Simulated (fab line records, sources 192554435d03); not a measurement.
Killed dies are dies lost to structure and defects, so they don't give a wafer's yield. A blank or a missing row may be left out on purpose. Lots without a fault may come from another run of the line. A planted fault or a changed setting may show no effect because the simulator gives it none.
Which tool did it? | flow n5_finfet | 12 lots, 36 wafers sampled, at 2 steps of a route of 1938

WHAT THE GAUGES READ, wafer by wafer
N5_GATE_CUT_CD_MEAS_13: target cd 20 nm.
lot  | measured     | on        | cd_nm (nm)
L075 | day 4 17:43  | cd_sem-02 | 19.65 19.77 19.86
L077 | day 5 08:38  | cd_sem-03 | 19.80 19.92 20.20
L079 | day 6 02:04  | cd_sem-02 | 19.63 19.44 19.50
L081 | day 6 09:51  | cd_sem-03 | 19.97 19.80 19.98
L083 | day 6 20:28  | cd_sem-03 | 19.38 19.62 19.78
L086 | day 7 16:04  | cd_sem-01 | 20.18 19.41 19.72
L087 | day 7 18:52  | cd_sem-02 | 19.85 20.26 20.04
L089 | day 8 08:12  | cd_sem-03 | 19.84 19.96 19.86
L090 | day 8 19:33  | cd_sem-02 | 19.79 20.12 19.84
L093 | day 9 06:31  | cd_sem-01 | 20.00 19.97 20.01
L095 | day 9 17:00  | cd_sem-01 | 20.10 19.80 19.81
L097 | day 10 06:08 | cd_sem-03 | 20.11 19.76 20.14

WHICH TOOL RAN EACH LOT (tool, then ch and the chambers of the sampled wafers, then the start)
lot  | N5_GATE_CUT_CMP_02
L075 | cmp-04 ch 0,1,3, day 4 17:04
L077 | cmp-02 ch 0,1,3, day 5 08:05
L079 | cmp-04 ch 1,2,3, day 6 01:14
L081 | cmp-02 ch 0,2, day 6 09:06
L083 | cmp-04 ch 0,2,3, day 6 19:47
L086 | cmp-03 ch 0,1,3, day 7 15:21
L087 | cmp-02 ch 1,2,3, day 7 18:11
L089 | cmp-04 ch 0,1, day 8 07:34
L090 | cmp-02 ch 0,1,3, day 8 18:53
L093 | cmp-04 ch 0,1,3, day 9 05:43
L095 | cmp-02 ch 1,2,3, day 9 16:13
L097 | cmp-03 ch 2,3, day 10 05:27
- N5_GATE_CUT_CMP_02: polishes, stops on SiO2, t overpolish 12.7 s, target thk 0 nm.

THE ANSWER, worked out from the rows above alone
Rule: what is usual is taken from the lots themselves. Put in order of their means at a reading, lots are off if they are a third of the lots or fewer, leave a main group of 4 or more, and stand apart from it by a gap of 3 or more times the standard deviation of the main group's means; of several such gaps the widest counts. A main group whose means are all the same, to the digits that the tables above print for the reading, isn't used. A lot without any number at a reading at which 4 lots or more have one is off too. The other lots that the step has rows for count as sound.
No lot is off at any reading shown: from this, nothing can be told.

WHAT THE SIMULATOR HAD PUT IN
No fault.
